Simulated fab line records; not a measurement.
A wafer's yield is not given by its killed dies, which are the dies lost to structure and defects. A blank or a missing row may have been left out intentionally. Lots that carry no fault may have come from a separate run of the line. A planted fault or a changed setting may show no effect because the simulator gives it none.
The tool behind it: which one? / flow nand harc / 21 lots, 63 wafers sampled, at 5 steps of a route of 1302

WHAT THE GAUGES SHOWED, per wafer
NHARC_A_SGD_CUT_INSPECT_25.
lot=L074; measured=day 19 00:47; on=defect inspect-02; raw defect count=448 470 410
lot=L075; measured=day 19 22:23; on=defect inspect-01; raw defect count=432 389 391
lot=L076; measured=day 19 22:17; on=defect inspect-01; raw defect count=431 591 549
lot=L078; measured=day 21 05:24; on=defect inspect-02; raw defect count=568 436 433
lot=L077; measured=day 21 05:22; on=defect inspect-01; raw defect count=601 401 343
lot=L079; measured=day 21 05:27; on=defect inspect-01; raw defect count=364 340 234
lot=L082; measured=day 22 17:38; on=defect inspect-02; raw defect count=490 655 488
lot=L083; measured=day 23 15:49; on=defect inspect-02; raw defect count=391 385 382
lot=L084; measured=day 23 15:40; on=defect inspect-02; raw defect count=560 460 579
lot=L085; measured=day 24 04:42; on=defect inspect-02; raw defect count=398 331 393
lot=L086; measured=day 24 09:21; on=defect inspect-02; raw defect count=287 392 281
lot=L088; measured=day 24 23:57; on=defect inspect-01; raw defect count=349 356 437
lot=L087; measured=day 24 23:57; on=defect inspect-02; raw defect count=388 269 303
lot=L091; measured=day 25 20:09; on=defect inspect-01; raw defect count=331 320 359
lot=L089; measured=day 25 15:27; on=defect inspect-02; raw defect count=358 478 471
lot=L090; measured=day 26 04:13; on=defect inspect-01; raw defect count=422 603 408
lot=L092; measured=day 27 00:59; on=defect inspect-02; raw defect count=448 626 582
lot=L093; measured=day 27 00:58; on=defect inspect-01; raw defect count=262 309 334
lot=L094; measured=day 27 11:20; on=defect inspect-01; raw defect count=331 408 375
lot=L095; measured=day 28 01:05; on=defect inspect-01; raw defect count=324 248 482
lot=L096; measured=day 28 01:07; on=defect inspect-02; raw defect count=483 379 344

EACH LOT AND THE TOOL THAT RAN IT (in order: tool; ch and the chambers of the sampled wafers; start)
lot=L074; NHARC_A_STAIRCASE_DESCUM_291=rie diel-02 ch 0,1,3, day 16 07:08; NHARC_A_STAIRCASE_ETCH_294=rie diel-02 ch 0,1, day 18 17:24 or earlier; NHARC_A_STAIRCASE_STRIP_316=rie diel-12 ch 1,2,3, day 18 17:24 or earlier; NHARC_A_SGD_CUT_ETCH_58=rie diel-06 ch 0,1,2, day 18 17:24
lot=L075; NHARC_A_STAIRCASE_DESCUM_291=rie diel-02 ch 0,2,3, day 17 06:46; NHARC_A_STAIRCASE_ETCH_294=rie diel-02 ch 2,3, day 19 14:14 or earlier; NHARC_A_STAIRCASE_STRIP_316=rie diel-12 ch 1,2, day 19 14:14 or earlier; NHARC_A_SGD_CUT_ETCH_58=rie diel-10 ch 1,2,3, day 19 14:14
lot=L076; NHARC_A_STAIRCASE_DESCUM_291=rie diel-12 ch 0,1,2, day 17 08:26; NHARC_A_STAIRCASE_ETCH_294=rie diel-12 ch 0,1,2, day 19 14:20 or earlier; NHARC_A_STAIRCASE_STRIP_316=rie diel-12 ch 0,2, day 19 14:20 or earlier; NHARC_A_SGD_CUT_ETCH_58=rie diel-07 ch 0,2,3, day 19 14:20
lot=L078; NHARC_A_STAIRCASE_DESCUM_291=rie diel-02 ch 0,1, day 18 05:10; NHARC_A_STAIRCASE_ETCH_294=rie diel-02 ch 0,1, day 20 17:53 or earlier; NHARC_A_STAIRCASE_STRIP_316=rie diel-09 ch 0,1,2, day 20 17:53 or earlier; NHARC_A_SGD_CUT_ETCH_58=rie diel-06 ch 0,3, day 20 17:53
lot=L077; NHARC_A_STAIRCASE_DESCUM_291=rie diel-12 ch 0,3, day 18 05:47; NHARC_A_STAIRCASE_ETCH_294=rie diel-12 ch 0,1,3, day 20 17:28 or earlier; NHARC_A_STAIRCASE_STRIP_316=rie diel-09 ch 1,2,3, day 20 17:28 or earlier; NHARC_A_SGD_CUT_ETCH_58=rie diel-06 ch 0,1,2, day 20 17:28
lot=L079; NHARC_A_STAIRCASE_DESCUM_291=rie diel-09 ch 0,1,2, day 18 10:35; NHARC_A_STAIRCASE_ETCH_294=rie diel-09 ch 0,2,3, day 20 17:48 or earlier; NHARC_A_STAIRCASE_STRIP_316=rie diel-12 ch 0,1, day 20 17:48 or earlier; NHARC_A_SGD_CUT_ETCH_58=rie diel-10 ch 1,2,3, day 20 17:48
lot=L082; NHARC_A_STAIRCASE_DESCUM_291=rie diel-02 ch 0,1, day 20 00:48; NHARC_A_STAIRCASE_ETCH_294=rie diel-02 ch 0,1,2, day 22 11:23 or earlier; NHARC_A_STAIRCASE_STRIP_316=rie diel-09 ch 0,1,2, day 22 11:23 or earlier; NHARC_A_SGD_CUT_ETCH_58=rie diel-10 ch 0,1,2, day 22 11:23
lot=L083; NHARC_A_STAIRCASE_DESCUM_291=rie diel-12 ch 2,3, day 20 20:04; NHARC_A_STAIRCASE_ETCH_294=rie diel-12 ch 0,1,3, day 23 09:26 or earlier; NHARC_A_STAIRCASE_STRIP_316=rie diel-02 ch 0,2,3, day 23 09:26 or earlier; NHARC_A_SGD_CUT_ETCH_58=rie diel-07 ch 0,2,3, day 23 09:26
lot=L084; NHARC_A_STAIRCASE_DESCUM_291=rie diel-02 ch 1,2, day 20 22:33; NHARC_A_STAIRCASE_ETCH_294=rie diel-02 ch 0,1, day 23 09:06 or earlier; NHARC_A_STAIRCASE_STRIP_316=rie diel-09 ch 0,2, day 23 09:06 or earlier; NHARC_A_SGD_CUT_ETCH_58=rie diel-06 ch 1,2,3, day 23 09:06
lot=L085; NHARC_A_STAIRCASE_DESCUM_291=rie diel-02 ch 1,2,3, day 21 05:11; NHARC_A_STAIRCASE_ETCH_294=rie diel-02 ch 0,1,2, day 23 19:12 or earlier; NHARC_A_STAIRCASE_STRIP_316=rie diel-02 ch 1,2,3, day 23 19:12 or earlier; NHARC_A_SGD_CUT_ETCH_58=rie diel-07 ch 0,3, day 23 19:12
lot=L086; NHARC_A_STAIRCASE_DESCUM_291=rie diel-02 ch 0,1, day 21 16:53; NHARC_A_STAIRCASE_ETCH_294=rie diel-02 ch 1,3, day 24 02:36 or earlier; NHARC_A_STAIRCASE_STRIP_316=rie diel-02 ch 0,1,2, day 24 02:36 or earlier; NHARC_A_SGD_CUT_ETCH_58=rie diel-06 ch 0,1, day 24 02:36
lot=L088; NHARC_A_STAIRCASE_DESCUM_291=rie diel-12 ch 1,2,3, day 22 10:39; NHARC_A_STAIRCASE_ETCH_294=rie diel-12 ch 1,2,3, day 24 17:23 or earlier; NHARC_A_STAIRCASE_STRIP_316=rie diel-02 ch 0,1,3, day 24 17:23 or earlier; NHARC_A_SGD_CUT_ETCH_58=rie diel-07 ch 1,2,3, day 24 17:23
lot=L087; NHARC_A_STAIRCASE_DESCUM_291=rie diel-12 ch 0,1,2, day 22 14:43; NHARC_A_STAIRCASE_ETCH_294=rie diel-12 ch 0,2,3, day 24 17:38 or earlier; NHARC_A_STAIRCASE_STRIP_316=rie diel-02 ch 0,2,3, day 24 17:38 or earlier; NHARC_A_SGD_CUT_ETCH_58=rie diel-06 ch 0,2,3, day 24 17:38
lot=L091; NHARC_A_STAIRCASE_DESCUM_291=rie diel-12 ch 1,3, day 23 00:49; NHARC_A_STAIRCASE_ETCH_294=rie diel-12 ch 0,1,3, day 25 12:28 or earlier; NHARC_A_STAIRCASE_STRIP_316=rie diel-02 ch 0,2, day 25 12:28 or earlier; NHARC_A_SGD_CUT_ETCH_58=rie diel-10 ch 0,1,3, day 25 12:28
lot=L089; NHARC_A_STAIRCASE_DESCUM_291=rie diel-09 ch 2,3, day 23 05:38; NHARC_A_STAIRCASE_ETCH_294=rie diel-09 ch 1,2, day 25 09:04 or earlier; NHARC_A_STAIRCASE_STRIP_316=rie diel-12 ch 0,2, day 25 09:04 or earlier; NHARC_A_SGD_CUT_ETCH_58=rie diel-07 ch 0,1, day 25 09:04
lot=L090; NHARC_A_STAIRCASE_DESCUM_291=rie diel-12 ch 1,2,3, day 23 12:39; NHARC_A_STAIRCASE_ETCH_294=rie diel-12 ch 2,3, day 25 21:41 or earlier; NHARC_A_STAIRCASE_STRIP_316=rie diel-02 ch 0,1,3, day 25 21:41 or earlier; NHARC_A_SGD_CUT_ETCH_58=rie diel-06 ch 0,1,3, day 25 21:41
lot=L092; NHARC_A_STAIRCASE_DESCUM_291=rie diel-09 ch 0,2,3, day 24 05:47; NHARC_A_STAIRCASE_ETCH_294=rie diel-09 ch 0,2,3, day 26 18:40 or earlier; NHARC_A_STAIRCASE_STRIP_316=rie diel-12 ch 0,3, day 26 18:40 or earlier; NHARC_A_SGD_CUT_ETCH_58=rie diel-07 ch 2,3, day 26 18:40
lot=L093; NHARC_A_STAIRCASE_DESCUM_291=rie diel-02 ch 0,1, day 24 07:35; NHARC_A_STAIRCASE_ETCH_294=rie diel-02 ch 2,3, day 24 17:49 or earlier; NHARC_A_STAIRCASE_STRIP_316=rie diel-02 ch 1,3, day 24 17:49; NHARC_A_SGD_CUT_ETCH_58=rie diel-10 ch 1,3, day 26 18:36
lot=L094; NHARC_A_STAIRCASE_DESCUM_291=rie diel-12 ch 0,1,2, day 24 22:37; NHARC_A_STAIRCASE_ETCH_294=rie diel-12 ch 1,2,3, day 27 04:49 or earlier; NHARC_A_STAIRCASE_STRIP_316=rie diel-02 ch 1,3, day 27 04:49 or earlier; NHARC_A_SGD_CUT_ETCH_58=rie diel-10 ch 0,1,2, day 27 04:49
lot=L095; NHARC_A_STAIRCASE_DESCUM_291=rie diel-12 ch 0,2, day 25 10:11; NHARC_A_STAIRCASE_ETCH_294=rie diel-12 ch 0,2,3, day 27 15:08 or earlier; NHARC_A_STAIRCASE_STRIP_316=rie diel-09 ch 0,2,3, day 27 15:08 or earlier; NHARC_A_SGD_CUT_ETCH_58=rie diel-10 ch 0,2, day 27 15:08
lot=L096; NHARC_A_STAIRCASE_DESCUM_291=rie diel-02 ch 0,2,3, day 25 11:55; NHARC_A_STAIRCASE_ETCH_294=rie diel-02 ch 0,1, day 27 15:42 or earlier; NHARC_A_STAIRCASE_STRIP_316=rie diel-09 ch 0,1,2, day 27 15:42 or earlier; NHARC_A_SGD_CUT_ETCH_58=rie diel-06 ch 0,1, day 27 15:42
- NHARC_A_STAIRCASE_DESCUM_291: chemistry O2, time 3 s.
- NHARC_A_STAIRCASE_ETCH_294: etches the open film in C4F8/O2/Ar, target depth 4989 nm, time 1211.6 s.
- NHARC_A_STAIRCASE_STRIP_316: strips in O2.
- NHARC_A_SGD_CUT_ETCH_58: etches the open film in CF4, target depth 39 nm, time 65 s.

AS READ BY THE TOOLS THEMSELVES (means over the sampled wafers that have a number; for cases with no such wafer, the mark the record gives instead)
NHARC_A_STAIRCASE_DESCUM_291.
lot=L074; tool=rie diel-02; drypump motor current A (A)=5.8; mfc ar sccm (sccm)=0.012; oes product au (a.u.)=1.002; rf vpp V (V)=57.2; showerhead plenum p Torr (Torr)=1.88; throttle valve pct (%)=11.312
lot=L075; tool=rie diel-02; drypump motor current A (A)=5.6; mfc ar sccm (sccm)=0.015; oes product au (a.u.)=1.012; rf vpp V (V)=57.1; showerhead plenum p Torr (Torr)=1.84; throttle valve pct (%)=11.309
lot=L076; tool=rie diel-12; drypump motor current A (A)=5.7; mfc ar sccm (sccm)=0.002; oes product au (a.u.)=0.992; rf vpp V (V)=58.5; showerhead plenum p Torr (Torr)=1.94; throttle valve pct (%)=11.309
lot=L078; tool=rie diel-02; drypump motor current A (A)=6.1; mfc ar sccm (sccm)=0.015; oes product au (a.u.)=1.009; rf vpp V (V)=58.5; showerhead plenum p Torr (Torr)=1.91; throttle valve pct (%)=11.317
lot=L077; tool=rie diel-12; drypump motor current A (A)=5.3; mfc ar sccm (sccm)=0.001; oes product au (a.u.)=1.011; rf vpp V (V)=58.1; showerhead plenum p Torr (Torr)=1.93; throttle valve pct (%)=11.313
lot=L079; tool=rie diel-09; drypump motor current A (A)=5.7; mfc ar sccm (sccm)=0.002; oes product au (a.u.)=1.005; rf vpp V (V)=58.2; showerhead plenum p Torr (Torr)=1.95; throttle valve pct (%)=11.315
lot=L082; tool=rie diel-02; drypump motor current A (A)=6.0; mfc ar sccm (sccm)=0.022; oes product au (a.u.)=1.002; rf vpp V (V)=58.3; showerhead plenum p Torr (Torr)=1.92; throttle valve pct (%)=11.314
lot=L083; tool=rie diel-12; drypump motor current A (A)=5.7; mfc ar sccm (sccm)=0.003; oes product au (a.u.)=0.996; rf vpp V (V)=57.3; showerhead plenum p Torr (Torr)=2.01; throttle valve pct (%)=11.314
lot=L084; tool=rie diel-02; drypump motor current A (A)=5.9; mfc ar sccm (sccm)=0.030; oes product au (a.u.)=1.000; rf vpp V (V)=57.5; showerhead plenum p Torr (Torr)=1.88; throttle valve pct (%)=11.312
lot=L085; tool=rie diel-02; drypump motor current A (A)=5.6; mfc ar sccm (sccm)=0.021; oes product au (a.u.)=1.002; rf vpp V (V)=57.3; showerhead plenum p Torr (Torr)=1.84; throttle valve pct (%)=11.319
lot=L086; tool=rie diel-02; drypump motor current A (A)=6.0; mfc ar sccm (sccm)=0.022; oes product au (a.u.)=1.002; rf vpp V (V)=58.1; showerhead plenum p Torr (Torr)=1.92; throttle valve pct (%)=11.307
lot=L088; tool=rie diel-12; drypump motor current A (A)=5.6; mfc ar sccm (sccm)=0.001; oes product au (a.u.)=0.999; rf vpp V (V)=57.5; showerhead plenum p Torr (Torr)=1.93; throttle valve pct (%)=11.309
lot=L087; tool=rie diel-12; drypump motor current A (A)=5.7; mfc ar sccm (sccm)=0.002; oes product au (a.u.)=0.998; rf vpp V (V)=58.3; showerhead plenum p Torr (Torr)=1.93; throttle valve pct (%)=11.320
lot=L091; tool=rie diel-12; drypump motor current A (A)=5.4; mfc ar sccm (sccm)=0.000; oes product au (a.u.)=0.996; rf vpp V (V)=58.1; showerhead plenum p Torr (Torr)=1.84; throttle valve pct (%)=11.302
lot=L089; tool=rie diel-09; drypump motor current A (A)=5.8; mfc ar sccm (sccm)=0.004; oes product au (a.u.)=1.000; rf vpp V (V)=56.9; showerhead plenum p Torr (Torr)=1.92; throttle valve pct (%)=11.311
lot=L090; tool=rie diel-12; drypump motor current A (A)=5.5; mfc ar sccm (sccm)=0.001; oes product au (a.u.)=0.993; rf vpp V (V)=58.0; showerhead plenum p Torr (Torr)=1.92; throttle valve pct (%)=11.307
lot=L092; tool=rie diel-09; drypump motor current A (A)=5.6; mfc ar sccm (sccm)=0.007; oes product au (a.u.)=1.003; rf vpp V (V)=58.0; showerhead plenum p Torr (Torr)=1.88; throttle valve pct (%)=11.310
lot=L093; tool=rie diel-02; drypump motor current A (A)=6.0; mfc ar sccm (sccm)=0.022; oes product au (a.u.)=0.997; rf vpp V (V)=57.7; showerhead plenum p Torr (Torr)=1.91; throttle valve pct (%)=11.312
lot=L094; tool=rie diel-12; drypump motor current A (A)=5.7; mfc ar sccm (sccm)=0.002; oes product au (a.u.)=0.990; rf vpp V (V)=57.8; showerhead plenum p Torr (Torr)=1.92; throttle valve pct (%)=11.317
lot=L095; tool=rie diel-12; drypump motor current A (A)=5.9; mfc ar sccm (sccm)=0.003; oes product au (a.u.)=0.984; rf vpp V (V)=57.6; showerhead plenum p Torr (Torr)=2.00; throttle valve pct (%)=11.315
lot=L096; tool=rie diel-02; drypump motor current A (A)=5.7; mfc ar sccm (sccm)=0.015; oes product au (a.u.)=1.008; rf vpp V (V)=58.4; showerhead plenum p Torr (Torr)=1.82; throttle valve pct (%)=11.311

NHARC_A_STAIRCASE_ETCH_294.
lot=L074; tool=rie diel-02; oes product au (a.u.)=0.942; rf vpp V (V)=1829
lot=L075; tool=rie diel-02; oes product au (a.u.)=0.937; rf vpp V (V)=1812
lot=L076; tool=rie diel-12; oes product au (a.u.)=0.921; rf vpp V (V)=1830
lot=L078; tool=rie diel-02; oes product au (a.u.)=0.945; rf vpp V (V)=1827
lot=L077; tool=rie diel-12; oes product au (a.u.)=0.947; rf vpp V (V)=1824
lot=L079; tool=rie diel-09; oes product au (a.u.)=0.933; rf vpp V (V)=1825
lot=L082; tool=rie diel-02; oes product au (a.u.)=0.936; rf vpp V (V)=1822
lot=L083; tool=rie diel-12; oes product au (a.u.)=0.923; rf vpp V (V)=1824
lot=L084; tool=rie diel-02; oes product au (a.u.)=0.940; rf vpp V (V)=1827
lot=L085; tool=rie diel-02; oes product au (a.u.)=0.926; rf vpp V (V)=1821
lot=L086; tool=rie diel-02; oes product au (a.u.)=0.936; rf vpp V (V)=1822
lot=L088; tool=rie diel-12; oes product au (a.u.)=0.926; rf vpp V (V)=1827
lot=L087; tool=rie diel-12; oes product au (a.u.)=0.938; rf vpp V (V)=1833
lot=L091; tool=rie diel-12; oes product au (a.u.)=0.935; rf vpp V (V)=1823
lot=L089; tool=rie diel-09; oes product au (a.u.)=0.926; rf vpp V (V)=1833
lot=L090; tool=rie diel-12; oes product au (a.u.)=0.932; rf vpp V (V)=1833
lot=L092; tool=rie diel-09; oes product au (a.u.)=0.931; rf vpp V (V)=1823
lot=L093; tool=rie diel-02; oes product au (a.u.)=0.954; rf vpp V (V)=1810
lot=L094; tool=rie diel-12; oes product au (a.u.)=0.921; rf vpp V (V)=1827
lot=L095; tool=rie diel-12; oes product au (a.u.)=0.928; rf vpp V (V)=1833
lot=L096; tool=rie diel-02; oes product au (a.u.)=0.942; rf vpp V (V)=1825

NHARC_A_STAIRCASE_STRIP_316.
lot=L074; tool=rie diel-12; drypump motor current A (A)=5.5; mfc ar sccm (sccm)=0.001; oes product au (a.u.)=1.004; rf vpp V (V)=57.4; showerhead plenum p Torr (Torr)=3.57; throttle valve pct (%)=17.041
lot=L075; tool=rie diel-12; drypump motor current A (A)=5.9; mfc ar sccm (sccm)=0.003; oes product au (a.u.)=0.980; rf vpp V (V)=57.7; showerhead plenum p Torr (Torr)=3.64; throttle valve pct (%)=17.027
lot=L076; tool=rie diel-12; drypump motor current A (A)=5.7; mfc ar sccm (sccm)=0.003; oes product au (a.u.)=0.992; rf vpp V (V)=58.8; showerhead plenum p Torr (Torr)=3.64; throttle valve pct (%)=17.038
lot=L078; tool=rie diel-09; drypump motor current A (A)=5.7; mfc ar sccm (sccm)=0.002; oes product au (a.u.)=1.011; rf vpp V (V)=57.2; showerhead plenum p Torr (Torr)=3.59; throttle valve pct (%)=17.033
lot=L077; tool=rie diel-09; drypump motor current A (A)=5.9; mfc ar sccm (sccm)=0.004; oes product au (a.u.)=1.005; rf vpp V (V)=57.7; showerhead plenum p Torr (Torr)=3.54; throttle valve pct (%)=17.032
lot=L079; tool=rie diel-12; drypump motor current A (A)=5.6; mfc ar sccm (sccm)=0.001; oes product au (a.u.)=1.007; rf vpp V (V)=57.2; showerhead plenum p Torr (Torr)=3.49; throttle valve pct (%)=17.034
lot=L082; tool=rie diel-09; drypump motor current A (A)=5.7; mfc ar sccm (sccm)=0.002; oes product au (a.u.)=1.001; rf vpp V (V)=57.6; showerhead plenum p Torr (Torr)=3.58; throttle valve pct (%)=17.040
lot=L083; tool=rie diel-02; drypump motor current A (A)=5.7; mfc ar sccm (sccm)=0.015; oes product au (a.u.)=1.006; rf vpp V (V)=57.4; showerhead plenum p Torr (Torr)=3.38; throttle valve pct (%)=17.036
lot=L084; tool=rie diel-09; drypump motor current A (A)=5.4; mfc ar sccm (sccm)=0.005; oes product au (a.u.)=1.006; rf vpp V (V)=57.1; showerhead plenum p Torr (Torr)=3.53; throttle valve pct (%)=17.037
lot=L085; tool=rie diel-02; drypump motor current A (A)=5.6; mfc ar sccm (sccm)=0.021; oes product au (a.u.)=1.012; rf vpp V (V)=57.4; showerhead plenum p Torr (Torr)=3.40; throttle valve pct (%)=17.037
lot=L086; tool=rie diel-02; drypump motor current A (A)=5.9; mfc ar sccm (sccm)=0.024; oes product au (a.u.)=1.002; rf vpp V (V)=57.4; showerhead plenum p Torr (Torr)=3.46; throttle valve pct (%)=17.031
lot=L088; tool=rie diel-02; drypump motor current A (A)=5.8; mfc ar sccm (sccm)=0.012; oes product au (a.u.)=1.005; rf vpp V (V)=57.8; showerhead plenum p Torr (Torr)=3.45; throttle valve pct (%)=17.041
lot=L087; tool=rie diel-02; drypump motor current A (A)=5.7; mfc ar sccm (sccm)=0.015; oes product au (a.u.)=0.992; rf vpp V (V)=57.2; showerhead plenum p Torr (Torr)=3.37; throttle valve pct (%)=17.034
lot=L091; tool=rie diel-02; drypump motor current A (A)=5.8; mfc ar sccm (sccm)=0.026; oes product au (a.u.)=0.989; rf vpp V (V)=57.5; showerhead plenum p Torr (Torr)=3.37; throttle valve pct (%)=17.035
lot=L089; tool=rie diel-12; drypump motor current A (A)=5.7; mfc ar sccm (sccm)=0.003; oes product au (a.u.)=1.003; rf vpp V (V)=57.7; showerhead plenum p Torr (Torr)=3.61; throttle valve pct (%)=17.048
lot=L090; tool=rie diel-02; drypump motor current A (A)=5.8; mfc ar sccm (sccm)=0.012; oes product au (a.u.)=1.006; rf vpp V (V)=57.3; showerhead plenum p Torr (Torr)=3.45; throttle valve pct (%)=17.044
lot=L092; tool=rie diel-12; drypump motor current A (A)=5.4; mfc ar sccm (sccm)=0.001; oes product au (a.u.)=0.998; rf vpp V (V)=57.5; showerhead plenum p Torr (Torr)=3.53; throttle valve pct (%)=17.034
lot=L093; tool=rie diel-02; drypump motor current A (A)=5.5; mfc ar sccm (sccm)=0.009; oes product au (a.u.)=1.013; rf vpp V (V)=56.7; showerhead plenum p Torr (Torr)=3.38; throttle valve pct (%)=17.030
lot=L094; tool=rie diel-02; drypump motor current A (A)=5.7; mfc ar sccm (sccm)=0.019; oes product au (a.u.)=1.011; rf vpp V (V)=57.8; showerhead plenum p Torr (Torr)=3.46; throttle valve pct (%)=17.036
lot=L095; tool=rie diel-09; drypump motor current A (A)=5.6; mfc ar sccm (sccm)=0.007; oes product au (a.u.)=1.001; rf vpp V (V)=57.3; showerhead plenum p Torr (Torr)=3.47; throttle valve pct (%)=17.042
lot=L096; tool=rie diel-09; drypump motor current A (A)=5.7; mfc ar sccm (sccm)=0.002; oes product au (a.u.)=1.011; rf vpp V (V)=58.6; showerhead plenum p Torr (Torr)=3.56; throttle valve pct (%)=17.034

NHARC_A_SGD_CUT_ETCH_58.
lot=L074; tool=rie diel-06; drypump motor current A (A)=6.1; mfc ar sccm (sccm)=0.016; oes product au (a.u.)=1.008; rf vpp V (V)=150.5; showerhead plenum p Torr (Torr)=1.74; throttle valve pct (%)=13.274
lot=L075; tool=rie diel-10; drypump motor current A (A)=5.6; mfc ar sccm (sccm)=0.011; oes product au (a.u.)=1.001; rf vpp V (V)=150.1; showerhead plenum p Torr (Torr)=1.70; throttle valve pct (%)=13.276
lot=L076; tool=rie diel-07; drypump motor current A (A)=5.9; mfc ar sccm (sccm)=0.006; oes product au (a.u.)=0.993; rf vpp V (V)=151.2; showerhead plenum p Torr (Torr)=1.80; throttle valve pct (%)=13.280
lot=L078; tool=rie diel-06; drypump motor current A (A)=6.2; mfc ar sccm (sccm)=0.007; oes product au (a.u.)=1.005; rf vpp V (V)=152.6; showerhead plenum p Torr (Torr)=1.81; throttle valve pct (%)=13.279
lot=L077; tool=rie diel-06; drypump motor current A (A)=6.2; mfc ar sccm (sccm)=0.016; oes product au (a.u.)=0.995; rf vpp V (V)=150.6; showerhead plenum p Torr (Torr)=1.74; throttle valve pct (%)=13.287
lot=L079; tool=rie diel-10; drypump motor current A (A)=5.6; mfc ar sccm (sccm)=0.011; oes product au (a.u.)=1.000; rf vpp V (V)=151.2; showerhead plenum p Torr (Torr)=1.70; throttle valve pct (%)=13.275
lot=L082; tool=rie diel-10; drypump motor current A (A)=5.5; mfc ar sccm (sccm)=0.014; oes product au (a.u.)=0.998; rf vpp V (V)=150.8; showerhead plenum p Torr (Torr)=1.73; throttle valve pct (%)=13.284
lot=L083; tool=rie diel-07; drypump motor current A (A)=5.9; mfc ar sccm (sccm)=0.006; oes product au (a.u.)=1.003; rf vpp V (V)=152.1; showerhead plenum p Torr (Torr)=1.80; throttle valve pct (%)=13.288
lot=L084; tool=rie diel-06; drypump motor current A (A)=6.2; mfc ar sccm (sccm)=0.009; oes product au (a.u.)=0.991; rf vpp V (V)=150.4; showerhead plenum p Torr (Torr)=1.75; throttle valve pct (%)=13.272
lot=L085; tool=rie diel-07; drypump motor current A (A)=5.6; mfc ar sccm (sccm)=0.000; oes product au (a.u.)=1.001; rf vpp V (V)=151.9; showerhead plenum p Torr (Torr)=1.78; throttle valve pct (%)=13.287
lot=L086; tool=rie diel-06; drypump motor current A (A)=6.1; mfc ar sccm (sccm)=0.011; oes product au (a.u.)=0.982; rf vpp V (V)=151.4; showerhead plenum p Torr (Torr)=1.76; throttle valve pct (%)=13.278
lot=L088; tool=rie diel-07; drypump motor current A (A)=6.0; mfc ar sccm (sccm)=0.009; oes product au (a.u.)=0.995; rf vpp V (V)=151.7; showerhead plenum p Torr (Torr)=1.77; throttle valve pct (%)=13.288
lot=L087; tool=rie diel-06; drypump motor current A (A)=6.1; mfc ar sccm (sccm)=0.014; oes product au (a.u.)=0.995; rf vpp V (V)=151.9; showerhead plenum p Torr (Torr)=1.76; throttle valve pct (%)=13.277
lot=L091; tool=rie diel-10; drypump motor current A (A)=6.0; mfc ar sccm (sccm)=0.002; oes product au (a.u.)=0.990; rf vpp V (V)=150.1; showerhead plenum p Torr (Torr)=1.73; throttle valve pct (%)=13.272
lot=L089; tool=rie diel-07; drypump motor current A (A)=6.1; mfc ar sccm (sccm)=0.007; oes product au (a.u.)=1.000; rf vpp V (V)=151.5; showerhead plenum p Torr (Torr)=1.71; throttle valve pct (%)=13.286
lot=L090; tool=rie diel-06; drypump motor current A (A)=6.2; mfc ar sccm (sccm)=0.009; oes product au (a.u.)=1.006; rf vpp V (V)=151.5; showerhead plenum p Torr (Torr)=1.78; throttle valve pct (%)=13.283
lot=L092; tool=rie diel-07; drypump motor current A (A)=6.1; mfc ar sccm (sccm)=0.012; oes product au (a.u.)=1.008; rf vpp V (V)=152.2; showerhead plenum p Torr (Torr)=1.82; throttle valve pct (%)=13.281
lot=L093; tool=rie diel-10; drypump motor current A (A)=5.8; mfc ar sccm (sccm)=0.000; oes product au (a.u.)=0.993; rf vpp V (V)=150.9; showerhead plenum p Torr (Torr)=1.71; throttle valve pct (%)=13.283
lot=L094; tool=rie diel-10; drypump motor current A (A)=5.5; mfc ar sccm (sccm)=0.014; oes product au (a.u.)=0.985; rf vpp V (V)=150.9; showerhead plenum p Torr (Torr)=1.73; throttle valve pct (%)=13.284
lot=L095; tool=rie diel-10; drypump motor current A (A)=5.7; mfc ar sccm (sccm)=0.016; oes product au (a.u.)=0.993; rf vpp V (V)=151.4; showerhead plenum p Torr (Torr)=1.75; throttle valve pct (%)=13.288
lot=L096; tool=rie diel-06; drypump motor current A (A)=6.1; mfc ar sccm (sccm)=0.011; oes product au (a.u.)=0.995; rf vpp V (V)=150.6; showerhead plenum p Torr (Torr)=1.76; throttle valve pct (%)=13.288

THE ANSWER, worked out from the rows above alone
Rule: the usual values come from the lots themselves. The widest of any qualifying gaps counts: lots, ordered by their means at a reading, are off when they make up no more than a third of the lots, leave a main group of 4 or more, and stand apart from it by 3 or more times the standard deviation of that group's means. A main group whose means are all the same, to the digits that the tables above print for the reading, isn't used. A lot without any number at a reading at which 4 lots or more have one is off too. All remaining lots with rows at the step are treated as sound. The gauges are gone through in route order, then the tools' own readings, and for those a lot's mean is taken as printed above. The first step at which some lot is off is used, and at that step the reading that is off furthest; a lot without a number counts as furthest.
No lot is off at any reading shown: from this, nothing can be told.

WHAT THE SIMULATOR PUT IN
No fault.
